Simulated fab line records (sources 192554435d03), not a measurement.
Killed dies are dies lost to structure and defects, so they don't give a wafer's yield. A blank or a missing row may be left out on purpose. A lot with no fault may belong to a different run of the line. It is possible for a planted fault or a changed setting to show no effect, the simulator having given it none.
Split-lot study	flow n5-finfet	on a route of 1938 steps: 7 lots, 39 wafers read

## ABOUT THE SPLIT
At N5_MIM_TOP_SPUTTER_03 (material TiN, target thk 35 nm, time 89.7 s), the setting target-thk-a was moved away from the recipe's 350 angstrom on 18 of the 39 wafers read, by -58.3% to +40.6%. This setting was run at the recipe's value on the other wafers.

The reading is taken at the split's own step.

## THE READING
TiN_of_MIM_TOP_SPUTTER_03.thk-nm (the simulator's own value, which no gauge read), in nm, at N5_MIM_TOP_SPUTTER_03 (material TiN, target thk 35 nm, time 89.7 s). There is no usual value for it anywhere in the file. The 21 wafers here that ran the recipe average 34.8 nm, standard deviation 0.44 nm.

wafer	tool, chamber at the split	target-thk-a as run, angstrom	against the recipe	TiN_of_MIM_TOP_SPUTTER_03.thk-nm, nm	against lot-mates on the recipe
L082.1	pvd-sputter-01, -	350	recipe	34.6	-
L082.2	pvd-sputter-01, -	350	recipe	34.2	-
L082.3	pvd-sputter-01, -	464.9	+32.8%	46.8	+12.1
L082.4	pvd-sputter-01, -	464.9	+32.8%	47	+12.3
L082.5	pvd-sputter-01, -	464.9	+32.8%	47	+12.3
L082.6	pvd-sputter-01, -	350	recipe	35.4	-
L080.1	pvd-sputter-02, -	461.6	+31.9%	45	+10.4
L080.2	pvd-sputter-02, -	350	recipe	35.2	-
L080.3	pvd-sputter-02, -	461.6	+31.9%	45.2	+10.6
L080.4	pvd-sputter-02, -	350	recipe	34.8	-
L080.5	pvd-sputter-02, -	461.6	+31.9%	46	+11.4
L080.6	pvd-sputter-02, -	350	recipe	33.8	-
L088.1	pvd-sputter-03, -	492.1	+40.6%	49.4	+14.0
L088.2	pvd-sputter-03, -	492.1	+40.6%	49.2	+13.8
L088.3	pvd-sputter-03, -	350	recipe	35.6	-
L088.4	pvd-sputter-03, -	350	recipe	35.4	-
L088.5	pvd-sputter-03, -	350	recipe	35.2	-
L088.6	pvd-sputter-03, -	492.1	+40.6%	50	+14.6
L092.2	pvd-sputter-03, -	350	recipe	34.8	-
L092.3	pvd-sputter-03, -	350	recipe	35	-
L092.6	pvd-sputter-03, -	350	recipe	34.6	-
L094.1	pvd-sputter-03, -	350	recipe	34.8	-
L094.4	pvd-sputter-03, -	350	recipe	34.8	-
L094.2	pvd-sputter-03, -	146	-58.3%	14.2	-20.5
L094.6	pvd-sputter-03, -	146	-58.3%	14.2	-20.5
L094.3	pvd-sputter-03, -	350	recipe	34.6	-
L094.5	pvd-sputter-03, -	146	-58.3%	14.6	-20.1
L097.1	pvd-sputter-02, -	350	recipe	35	-
L097.2	pvd-sputter-02, -	457.3	+30.7%	45	+10.4
L097.3	pvd-sputter-02, -	457.3	+30.7%	44.8	+10.2
L097.4	pvd-sputter-02, -	457.3	+30.7%	45.6	+11.0
L097.5	pvd-sputter-02, -	350	recipe	34	-
L097.6	pvd-sputter-02, -	350	recipe	34.8	-
L095.1	pvd-sputter-03, -	179.3	-48.8%	18	-17.0
L095.2	pvd-sputter-03, -	179.3	-48.8%	17.8	-17.2
L095.3	pvd-sputter-03, -	350	recipe	35	-
L095.4	pvd-sputter-03, -	350	recipe	35.2	-
L095.5	pvd-sputter-03, -	350	recipe	34.8	-
L095.6	pvd-sputter-03, -	179.3	-48.8%	18.2	-16.8

THE FIT
A straight line over all 39 wafers: TiN_of_MIM_TOP_SPUTTER_03.thk-nm changes by +0.35 nm for each +1% of target-thk-a; r = +1.00; the points scatter about the line by 0.5 nm.
The same after taking each lot's own level away (the mean of its wafers on the recipe; 39 wafers): +0.35 nm for each +1%; r = +1.00; scatter 0.41 nm.
Per that fit: largest target-thk-a move, reading shift of 20 nm.
The lots' own levels span 34.60 to 35.40 nm, that is 1.8 times the standard deviation above.
So the lot-to-lot level changes the slope little: the two slopes agree.
Check: -20.4 nm against its lot-mates is what the line predicts for one of the wafers moved furthest among these (-58.3%) when that wafer is left out of the fit. It came out at -20.5 nm against them.

## THE OTHER SPLITS THESE WAFERS WENT THROUGH
These wafers also went through other splits before the reading. Each is held against what the fit with the lots' levels taken away leaves over:
other split on the same wafers	wafers away from the commonest value	r with TiN_of_MIM_TOP_SPUTTER_03.thk-nm (lot level and that fit taken away)
N5_BEOL_M14_SPUTTER_43 target-thk-a	15	-0.16

## THE FILE'S OWN FIT
TiN_of_MIM_TOP_SPUTTER_03.thk-nm changes by +0.35 nm for each +1% of target-thk-a, r = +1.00.
